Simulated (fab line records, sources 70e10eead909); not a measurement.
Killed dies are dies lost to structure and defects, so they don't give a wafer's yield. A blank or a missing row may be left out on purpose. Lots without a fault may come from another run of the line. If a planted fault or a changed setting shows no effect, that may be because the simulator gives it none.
fab line records :: flow nand_harc
record
  lots=6
  wafers=18
  last_day=24
route steps=1159 shown A_STAIRCASE@743 A_SGD_CUT@747 END@1159
lots with no fault: from the same line, run without faults
start_h: hours from the record's first day to the start of the lot's first wafer shown :: wait_h: hours since the lot's step before :: " repeats the value in the row above :: L1.1+2: a single row standing in for several wafers :: - no value, or no start given :: * or withheld: withheld :: < > ~ a bound
route shown NAME@n: names a module that has steps shown in the file, with the first one's number in the route :: usual: the fault-free wafers' mean and standard deviation :: same: alike in all rows :: chamber/n: place in a boat :: sites: each site's reading :: _std_site: standard deviation of those values :: _edge_site: mean of outer sites minus mean of inner sites :: radius_mm: how far each site lies from the wafer's centre :: mask NAME#n: copy n :: behind: the tool/chamber that last shaped the wafer :: hold: why the lot was held/for how many hours/how that ended :: device: names the non-switching transistor (n, p or np) :: end of line: the same wafers' tests at the end of the route :: where a step has no rows: the recipe by itself :: killed: the dies lost at the first sort to structure and to defects; this is not the yield of the wafer :: map: dies across one wafer; x = killed, . = not, _ = none there
set.NAME: the run value of the setting; set.NAME@STEP: its run value at that earlier step :: model.NAME: the simulator's own value behind a step, which no gauge read
a table for each step, a row for each wafer; lots at some steps of the route
services: a tool's chamber out of use, with start hour (start_h, from the record's first day; less than 0 if before it), hours out, and reason
## steps
# step NHARC_A_STAIRCASE_CMP_472
# recipe
  material=SiO2
# usual
  motor_current_A=12.2/1.4
lot.wafer: L222.3
tool: cmp-02
chamber: 1
start_h: 311.88
wait_h: 0.3
motor_current_A: 12.7

lot.wafer: L222.4
tool: cmp-02
chamber: 3
start_h: 311.88
wait_h: 0.3
motor_current_A: 12.5

lot.wafer: L222.5
tool: cmp-02
chamber: 1
start_h: 311.88
wait_h: 0.3
motor_current_A: 12.3

lot.wafer: L225.3
tool: cmp-01
chamber: 3
start_h: 326.59
wait_h: 0.2
motor_current_A: 11.7

lot.wafer: L225.1
tool: cmp-01
chamber: 1
start_h: 326.59
wait_h: 0.2
motor_current_A: 14.0

lot.wafer: L225.6
tool: cmp-01
chamber: 3
start_h: 326.59
wait_h: 0.2
motor_current_A: 12.6

lot.wafer: L233.1
tool: cmp-03
chamber: 3
start_h: 366.64
wait_h: 0.2
motor_current_A: 12.9

lot.wafer: L233.2
tool: cmp-03
chamber: 2
start_h: 366.64
wait_h: 0.2
motor_current_A: 14.9

lot.wafer: L233.5
tool: cmp-03
chamber: 3
start_h: 366.64
wait_h: 0.2
motor_current_A: 12.7

lot.wafer: L240.2
tool: cmp-01
chamber: 0
start_h: 422.37
wait_h: 0.2
motor_current_A: 11.8

lot.wafer: L240.5
tool: cmp-01
chamber: 0
start_h: 422.37
wait_h: 0.2
motor_current_A: 12.5

lot.wafer: L240.6
tool: cmp-01
chamber: 1
start_h: 422.37
wait_h: 0.2
motor_current_A: 14.3

lot.wafer: L244.4
tool: cmp-01
chamber: 2
start_h: 436.11
wait_h: 0.1
motor_current_A: 10.1

lot.wafer: L244.2
tool: cmp-01
chamber: 0
start_h: 436.11
wait_h: 0.1
motor_current_A: 11.5

lot.wafer: L244.6
tool: cmp-01
chamber: 2
start_h: 436.11
wait_h: 0.1
motor_current_A: 10.0

lot.wafer: L242.2
tool: cmp-02
chamber: 0
start_h: 436.37
wait_h: 0.2
motor_current_A: 12.4

lot.wafer: L242.1
tool: cmp-02
chamber: 3
start_h: 436.37
wait_h: 0.2
motor_current_A: 11.6

lot.wafer: L242.6
tool: cmp-02
chamber: 1
start_h: 436.37
wait_h: 0.2
motor_current_A: 12.6
# step NHARC_A_STAIRCASE_SRD_474
# step NHARC_A_STAIRCASE_INSPECT_155
# usual
  raw_defect_count=363/140
lot.wafer: L222.3
tool: defect_inspect-01
chamber: -
start_h: 312.20
wait_h: 0.1
raw_defect_count: 327

lot.wafer: L222.4
tool: defect_inspect-01
chamber: -
start_h: 312.20
wait_h: 0.1
raw_defect_count: 401

lot.wafer: L222.5
tool: defect_inspect-01
chamber: -
start_h: 312.20
wait_h: 0.1
raw_defect_count: 245

lot.wafer: L225.1
tool: defect_inspect-01
chamber: -
start_h: 326.91
wait_h: 0.1
raw_defect_count: 308

lot.wafer: L225.3
tool: defect_inspect-01
chamber: -
start_h: 326.91
wait_h: 0.1
raw_defect_count: 325

lot.wafer: L225.6
tool: defect_inspect-01
chamber: -
start_h: 326.91
wait_h: 0.1
raw_defect_count: 239

lot.wafer: L233.1
tool: defect_inspect-01
chamber: -
start_h: 366.99
wait_h: 0.1
raw_defect_count: 359

lot.wafer: L233.2
tool: defect_inspect-01
chamber: -
start_h: 366.99
wait_h: 0.1
raw_defect_count: 318

lot.wafer: L233.5
tool: defect_inspect-01
chamber: -
start_h: 366.99
wait_h: 0.1
raw_defect_count: 225

lot.wafer: L240.2
tool: defect_inspect-01
chamber: -
start_h: 422.72
wait_h: 0.1
raw_defect_count: 243

lot.wafer: L240.5
tool: defect_inspect-01
chamber: -
start_h: 422.72
wait_h: 0.1
raw_defect_count: 238

lot.wafer: L240.6
tool: defect_inspect-01
chamber: -
start_h: 422.72
wait_h: 0.1
raw_defect_count: 317

lot.wafer: L244.2
tool: defect_inspect-01
chamber: -
start_h: 436.43
wait_h: 0.1
raw_defect_count: 339

lot.wafer: L244.4
tool: defect_inspect-01
chamber: -
start_h: 436.43
wait_h: 0.1
raw_defect_count: 299

lot.wafer: L244.6
tool: defect_inspect-01
chamber: -
start_h: 436.43
wait_h: 0.1
raw_defect_count: 482

lot.wafer: L242.1
tool: defect_inspect-01
chamber: -
start_h: 436.71
wait_h: 0.1
raw_defect_count: 364

lot.wafer: L242.2
tool: defect_inspect-01
chamber: -
start_h: 436.71
wait_h: 0.1
raw_defect_count: 289

lot.wafer: L242.6
tool: defect_inspect-01
chamber: -
start_h: 436.71
wait_h: 0.1
raw_defect_count: 319
# step NHARC_A_SGD_CUT_DEP_00
# recipe
  target_thk_a=500
  temp_c=400
  target_thk_nm=50
  flow_sccm=200
  rf_w=450
  material=SiNx
# usual
  heater_power_w=675/70
lot.wafer: L222.3
tool: pecvd-03
chamber: 2
start_h: 312.32
wait_h: 0.1
heater_power_w: 677

lot.wafer: L222.4
tool: pecvd-03
chamber: 0
start_h: 312.32
wait_h: 0.1
heater_power_w: 579

lot.wafer: L222.5
tool: pecvd-03
chamber: 1
start_h: 312.32
wait_h: 0.1
heater_power_w: 681

lot.wafer: L225.3
tool: pecvd-03
chamber: 1
start_h: 326.98
wait_h: 0.1
heater_power_w: 615

lot.wafer: L225.1
tool: pecvd-03
chamber: 0
start_h: 326.98
wait_h: 0.1
heater_power_w: 681

lot.wafer: L225.6
tool: pecvd-03
chamber: 2
start_h: 326.98
wait_h: 0.1
heater_power_w: 716

lot.wafer: L233.1
tool: pecvd-03
chamber: 0
start_h: 367.05
wait_h: 0.1
heater_power_w: 573

lot.wafer: L233.2
tool: pecvd-03
chamber: 2
start_h: 367.05
wait_h: 0.1
heater_power_w: 686

lot.wafer: L233.5
tool: pecvd-03
chamber: 0
start_h: 367.05
wait_h: 0.1
heater_power_w: 585

lot.wafer: L240.2
tool: pecvd-03
chamber: 1
start_h: 422.95
wait_h: 0.2
heater_power_w: 635

lot.wafer: L240.6
tool: pecvd-03
chamber: 2
start_h: 422.95
wait_h: 0.2
heater_power_w: 587

lot.wafer: L240.5
tool: pecvd-03
chamber: 1
start_h: 422.95
wait_h: 0.2
heater_power_w: 630

lot.wafer: L244.2
tool: pecvd-02
chamber: 2
start_h: 436.52
wait_h: 0.1
heater_power_w: 781

lot.wafer: L244.6
tool: pecvd-02
chamber: 2
start_h: 436.52
wait_h: 0.1
heater_power_w: 772

lot.wafer: L244.4
tool: pecvd-02
chamber: 0
start_h: 436.52
wait_h: 0.1
heater_power_w: 623

lot.wafer: L242.2
tool: pecvd-03
chamber: 2
start_h: 436.79
wait_h: 0.1
heater_power_w: 705

lot.wafer: L242.1
tool: pecvd-03
chamber: 0
start_h: 436.79
wait_h: 0.1
heater_power_w: 674

lot.wafer: L242.6
tool: pecvd-03
chamber: 1
start_h: 436.79
wait_h: 0.1
heater_power_w: 667
# step NHARC_A_SGD_CUT_DEHYDRATE_01
# recipe
  temp_c=150
  time_s=120
# step NHARC_A_SGD_CUT_HMDS_02
# recipe
  time_s=30
# step NHARC_A_SGD_CUT_COAT_56
# recipe
  temp_c=260
  time_s=75
# step NHARC_A_SGD_CUT_COAT_57
# recipe
  temp_c=225
  time_s=65
# step NHARC_A_SGD_CUT_COAT_03
# recipe
  spin_rpm=1500
  resist_thk_nm=90
# step NHARC_A_SGD_CUT_SOFTBAKE_04
# recipe
  temp_c=105
  time_s=55
# step NHARC_A_SGD_CUT_EBR_05
# step NHARC_A_SGD_CUT_EXPOSE_06
# recipe
  na=1.35
  dose_mj=85.59
  mask_id=SGD
# usual
  exposure_dose_mJ_cm2=86.2/0.73
  reticle_temp_C=22.99/0.1
lot.wafer: L222.3
tool: arfi_scanner-01
chamber: 0
start_h: 312.85
wait_h: -
mask: SGD#0
exposure_dose_mJ_cm2: 87.1
reticle_temp_C: 22.95

lot.wafer: L222.4
tool: arfi_scanner-01
chamber: 0
start_h: 312.85
wait_h: -
mask: SGD#0
exposure_dose_mJ_cm2: 87.0
reticle_temp_C: 23.06

lot.wafer: L222.5
tool: arfi_scanner-01
chamber: 0
start_h: 312.85
wait_h: -
mask: SGD#0
exposure_dose_mJ_cm2: 87.1
reticle_temp_C: 23.10

lot.wafer: L225.1
tool: arfi_scanner-03
chamber: 0
start_h: 327.56
wait_h: -
mask: SGD#0
exposure_dose_mJ_cm2: 85.5
reticle_temp_C: 22.92

lot.wafer: L225.3
tool: arfi_scanner-03
chamber: 0
start_h: 327.56
wait_h: -
mask: SGD#0
exposure_dose_mJ_cm2: 85.5
reticle_temp_C: 22.99

lot.wafer: L225.6
tool: arfi_scanner-03
chamber: 0
start_h: 327.56
wait_h: -
mask: SGD#0
exposure_dose_mJ_cm2: 85.5
reticle_temp_C: 22.98

lot.wafer: L233.1
tool: arfi_scanner-02
chamber: 0
start_h: 367.64
wait_h: -
mask: SGD#0
exposure_dose_mJ_cm2: 85.5
reticle_temp_C: 23.01

lot.wafer: L233.2
tool: arfi_scanner-02
chamber: 0
start_h: 367.64
wait_h: -
mask: SGD#0
exposure_dose_mJ_cm2: 85.7
reticle_temp_C: 22.92

lot.wafer: L233.5
tool: arfi_scanner-02
chamber: 0
start_h: 367.64
wait_h: -
mask: SGD#0
exposure_dose_mJ_cm2: 85.7
reticle_temp_C: 22.96

lot.wafer: L240.2
tool: arfi_scanner-03
chamber: 0
start_h: 423.35
wait_h: -
mask: SGD#0
exposure_dose_mJ_cm2: 96.7
reticle_temp_C: 23.03

lot.wafer: L240.5
tool: arfi_scanner-03
chamber: 0
start_h: 423.35
wait_h: -
mask: SGD#0
exposure_dose_mJ_cm2: 96.6
reticle_temp_C: 22.82

lot.wafer: L240.6
tool: arfi_scanner-03
chamber: 0
start_h: 423.35
wait_h: -
mask: SGD#0
exposure_dose_mJ_cm2: 96.6
reticle_temp_C: 22.88

lot.wafer: L244.2
tool: arfi_scanner-01
chamber: 0
start_h: 436.98
wait_h: -
mask: SGD#0
exposure_dose_mJ_cm2: 86.9
reticle_temp_C: 23.02

lot.wafer: L244.4
tool: arfi_scanner-01
chamber: 0
start_h: 436.98
wait_h: -
mask: SGD#0
exposure_dose_mJ_cm2: 87.1
reticle_temp_C: 22.81

lot.wafer: L244.6
tool: arfi_scanner-01
chamber: 0
start_h: 436.98
wait_h: -
mask: SGD#0
exposure_dose_mJ_cm2: 87.1
reticle_temp_C: 22.93

lot.wafer: L242.1
tool: arfi_scanner-03
chamber: 0
start_h: 437.37
wait_h: -
mask: SGD#0
exposure_dose_mJ_cm2: 94.4
reticle_temp_C: 23.00

lot.wafer: L242.2
tool: arfi_scanner-03
chamber: 0
start_h: 437.37
wait_h: -
mask: SGD#0
exposure_dose_mJ_cm2: 94.6
reticle_temp_C: 23.07

lot.wafer: L242.6
tool: arfi_scanner-03
chamber: 0
start_h: 437.37
wait_h: -
mask: SGD#0
exposure_dose_mJ_cm2: 94.4
reticle_temp_C: 23.08
# step NHARC_A_SGD_CUT_PEB_07
# recipe
  peb_temp_c=100
  peb_time_s=65
# step NHARC_A_SGD_CUT_DEVELOP_08
# recipe
  develop_time_s=35
  dev_temp_c=23
# step NHARC_A_SGD_CUT_CD_MEAS_09
# recipe
  target_cd_nm=100
  landing_energy_ev=500
# usual
  cd_nm=100.0/0.49
lot.wafer: L222.3
tool: cd_sem-01
chamber: 0
start_h: 312.99
wait_h: -
cd_nm: 99.2

lot.wafer: L222.4
tool: cd_sem-01
chamber: 0
start_h: 312.99
wait_h: -
cd_nm: 100.0

lot.wafer: L222.5
tool: cd_sem-01
chamber: 0
start_h: 312.99
wait_h: -
cd_nm: 99.3

lot.wafer: L225.1
tool: cd_sem-03
chamber: 0
start_h: 327.70
wait_h: -
cd_nm: 100.0

lot.wafer: L225.3
tool: cd_sem-03
chamber: 0
start_h: 327.70
wait_h: -
cd_nm: 99.4

lot.wafer: L225.6
tool: cd_sem-03
chamber: 0
start_h: 327.70
wait_h: -
cd_nm: 100.2

lot.wafer: L233.1
tool: cd_sem-01
chamber: 0
start_h: 367.78
wait_h: -
cd_nm: 99.2

lot.wafer: L233.2
tool: cd_sem-01
chamber: 0
start_h: 367.78
wait_h: -
cd_nm: 99.9

lot.wafer: L233.5
tool: cd_sem-01
chamber: 0
start_h: 367.78
wait_h: -
cd_nm: 99.4

lot.wafer: L240.2
tool: cd_sem-03
chamber: 0
start_h: 423.49
wait_h: -
cd_nm: 109.6

lot.wafer: L240.5
tool: cd_sem-03
chamber: 0
start_h: 423.49
wait_h: -
cd_nm: 109.2

lot.wafer: L240.6
tool: cd_sem-03
chamber: 0
start_h: 423.49
wait_h: -
cd_nm: 109.1

lot.wafer: L244.2
tool: cd_sem-01
chamber: 0
start_h: 437.12
wait_h: -
cd_nm: 100.0

lot.wafer: L244.4
tool: cd_sem-01
chamber: 0
start_h: 437.12
wait_h: -
cd_nm: 101.1

lot.wafer: L244.6
tool: cd_sem-01
chamber: 0
start_h: 437.12
wait_h: -
cd_nm: 100.6

lot.wafer: L242.1
tool: cd_sem-01
chamber: 0
start_h: 437.51
wait_h: -
cd_nm: 107.2

lot.wafer: L242.2
tool: cd_sem-01
chamber: 0
start_h: 437.51
wait_h: -
cd_nm: 108.1

lot.wafer: L242.6
tool: cd_sem-01
chamber: 0
start_h: 437.51
wait_h: -
cd_nm: 107.7
# step NHARC_A_SGD_CUT_OVL_MEAS_10
# usual
  overlay_x_nm=0.0/0.93
  overlay_y_nm=-0.1/0.96
lot.wafer: L222.3
tool: overlay-02
chamber: -
start_h: 313.07
wait_h: -
overlay_x_nm: 1.5
overlay_y_nm: 0.4

lot.wafer: L222.4
tool: overlay-02
chamber: -
start_h: 313.07
wait_h: -
overlay_x_nm: 1.6
overlay_y_nm: 0.1

lot.wafer: L222.5
tool: overlay-02
chamber: -
start_h: 313.07
wait_h: -
overlay_x_nm: 1.5
overlay_y_nm: 0.5

lot.wafer: L225.1
tool: overlay-02
chamber: -
start_h: 327.79
wait_h: -
overlay_x_nm: -0.3
overlay_y_nm: 0.6

lot.wafer: L225.3
tool: overlay-02
chamber: -
start_h: 327.79
wait_h: -
overlay_x_nm: -0.4
overlay_y_nm: 0.2

lot.wafer: L225.6
tool: overlay-02
chamber: -
start_h: 327.79
wait_h: -
overlay_x_nm: -0.3
overlay_y_nm: 0.3

lot.wafer: L233.1
tool: overlay-02
chamber: -
start_h: 367.86
wait_h: -
overlay_x_nm: -0.6
overlay_y_nm: -0.1

lot.wafer: L233.2
tool: overlay-02
chamber: -
start_h: 367.86
wait_h: -
overlay_x_nm: -0.5
overlay_y_nm: 0.1

lot.wafer: L233.5
tool: overlay-02
chamber: -
start_h: 367.86
wait_h: -
overlay_x_nm: -0.9
overlay_y_nm: 0.4

lot.wafer: L240.2
tool: overlay-01
chamber: -
start_h: 423.58
wait_h: -
overlay_x_nm: -0.9
overlay_y_nm: -1.0

lot.wafer: L240.5
tool: overlay-01
chamber: -
start_h: 423.58
wait_h: -
overlay_x_nm: -0.8
overlay_y_nm: -0.5

lot.wafer: L240.6
tool: overlay-01
chamber: -
start_h: 423.58
wait_h: -
overlay_x_nm: -1.0
overlay_y_nm: -0.4

lot.wafer: L244.2
tool: overlay-01
chamber: -
start_h: 437.20
wait_h: -
overlay_x_nm: 0.2
overlay_y_nm: -0.8

lot.wafer: L244.4
tool: overlay-01
chamber: -
start_h: 437.20
wait_h: -
overlay_x_nm: -0.1
overlay_y_nm: -0.3

lot.wafer: L244.6
tool: overlay-01
chamber: -
start_h: 437.20
wait_h: -
overlay_x_nm: 0.2
overlay_y_nm: -0.6

lot.wafer: L242.1
tool: overlay-01
chamber: -
start_h: 437.60
wait_h: -
overlay_x_nm: 0.4
overlay_y_nm: -1.0

lot.wafer: L242.2
tool: overlay-01
chamber: -
start_h: 437.60
wait_h: -
overlay_x_nm: 0.3
overlay_y_nm: -1.3

lot.wafer: L242.6
tool: overlay-01
chamber: -
start_h: 437.60
wait_h: -
overlay_x_nm: 0.1
overlay_y_nm: -0.7
# step NHARC_END_SORT_01
# recipe
  temp_c=25
# usual
  killed_at_array=24/8.8
  killed_at_other=0.7/0.99
  killed_at_periphery=3.5/2.6
  killed_dies=28/9.3
  killed_open=3.2/1.7
  killed_short=1.7/1.4
# same
  gross_dies=677
lot.wafer: L240.2
tool: prober-01
chamber: 0
start_h: 555.20
wait_h: 2.8
killed_at_array: 40
killed_at_other: 6
killed_at_periphery: 2
killed_dies: 48
killed_open: 2
killed_short: 1

lot.wafer: L240.5
tool: prober-01
chamber: 0
start_h: 557.62
wait_h: 3.7
killed_at_array: 33
killed_at_other: 0
killed_at_periphery: 2
killed_dies: 35
killed_open: 4
killed_short: 0
# killed by level:class
L240.2 A_CHANNEL_HOLE_D1:chamber_film_flake=18 A_BONDPAD:chamber_film_flake=7 A_CONTACT:chamber_film_flake=6 THIN_TSV:chamber_film_flake=6 A_ZERO_WELL:chamber_film_flake=4 A_STAIRCASE:chamber_film_flake=4 P_M0:geometric_particle:short=1 P_M0:geometric_particle:open=1
L240.5 A_CHANNEL_HOLE_D1:chamber_film_flake=17 A_BONDPAD:chamber_film_flake=6 A_CONTACT:chamber_film_flake=5 A_ZERO_WELL:chamber_film_flake=2 P_GATE:geometric_particle:open=1 P_M0:geometric_particle:open=1 A_WL_FILL:geometric_particle:open=1 A_CONTACT:geometric_particle:open=1
## services
tool: cmp-01
chamber: -
start_h: 288.07
hours: 1.1
kind: repair

tool: pecvd-03
chamber: -
start_h: 292.20
hours: 13.0
kind: pm

tool: cmp-03
chamber: -
start_h: 296.10
hours: 4.2
kind: repair

tool: arfi_scanner-03
chamber: -
start_h: 303.12
hours: 1.2
kind: repair

tool: arfi_scanner-01
chamber: -
start_h: 307.80
hours: 4.3
kind: repair

tool: arfi_scanner-03
chamber: -
start_h: 312.00
hours: 4.0
kind: pm

tool: pecvd-03
chamber: 1
start_h: 315.90
hours: 5.8
kind: repair

tool: cmp-02
chamber: -
start_h: 324.50
hours: 4.0
kind: pm

tool: pecvd-02
chamber: -
start_h: 334.61
hours: 13.0
kind: pm

tool: cmp-03
chamber: -
start_h: 343.88
hours: 3.1
kind: repair

tool: cmp-02
chamber: -
start_h: 348.39
hours: 0.5
kind: repair

tool: cmp-03
chamber: -
start_h: 353.83
hours: 4.0
kind: pm

tool: arfi_scanner-02
chamber: -
start_h: 354.02
hours: 0.3
kind: repair

tool: cmp-01
chamber: -
start_h: 354.35
hours: 3.8
kind: repair

tool: cmp-03
chamber: -
start_h: 358.02
hours: 0.2
kind: repair

tool: cmp-03
chamber: -
start_h: 358.46
hours: 1.6
kind: repair

tool: arfi_scanner-03
chamber: -
start_h: 361.36
hours: 0.8
kind: repair

tool: pecvd-03
chamber: -
start_h: 363.90
hours: 0.8
kind: repair

tool: arfi_scanner-01
chamber: -
start_h: 368.00
hours: 4.0
kind: pm

tool: cmp-01
chamber: -
start_h: 375.50
hours: 4.0
kind: pm

tool: cmp-01
chamber: -
start_h: 408.23
hours: 0.9
kind: repair

tool: cmp-02
chamber: -
start_h: 422.50
hours: 4.0
kind: pm

tool: arfi_scanner-02
chamber: -
start_h: 428.00
hours: 4.0
kind: pm

tool: cmp-01
chamber: -
start_h: 429.98
hours: 2.0
kind: repair
## key
first_sign
  step=NHARC_A_SGD_CUT_EXPOSE_06
  reading=exposure_dose_mJ_cm2
  direction=up
  sigmas=13
  usual=86.2
  struck=95.5
effect
  step=NHARC_A_SGD_CUT_CD_MEAS_09
  reading=cd_nm
  direction=up
  sigmas=17
  usual=100.0
  struck=108.5
  through=control_loop
met_at NHARC_A_SGD_CUT_EXPOSE_06
struck_wafers L240.2,L240.5,L240.6,L242.1,L242.2,L242.6
tester_left_out L240,L242
loop_trim
  step=NHARC_A_SGD_CUT_EXPOSE_06
  setting=dose
  lots=L242
onset_between 327.56 423.35
fault
  kind=process_parameter_drift
  tool=arfi_scanner-03
  chamber=-
  onset_h=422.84
  steps=NHARC_A_SGD_CUT_EXPOSE_06
  channel=dose_mj
  offset=11.092
  shape=step
  acts_in=these_recipes_only
  stated=85.59
# tester_left_out: of these lots the tester's yield and bins aren't shown, on N5 and GAA mostly nor the transistor test; their killed dies are dies lost to structure and defects alone, not to doping, threshold or leakage, so they don't give the yield
# loop_trim: a control loop set the setting to another value than it would have without faults
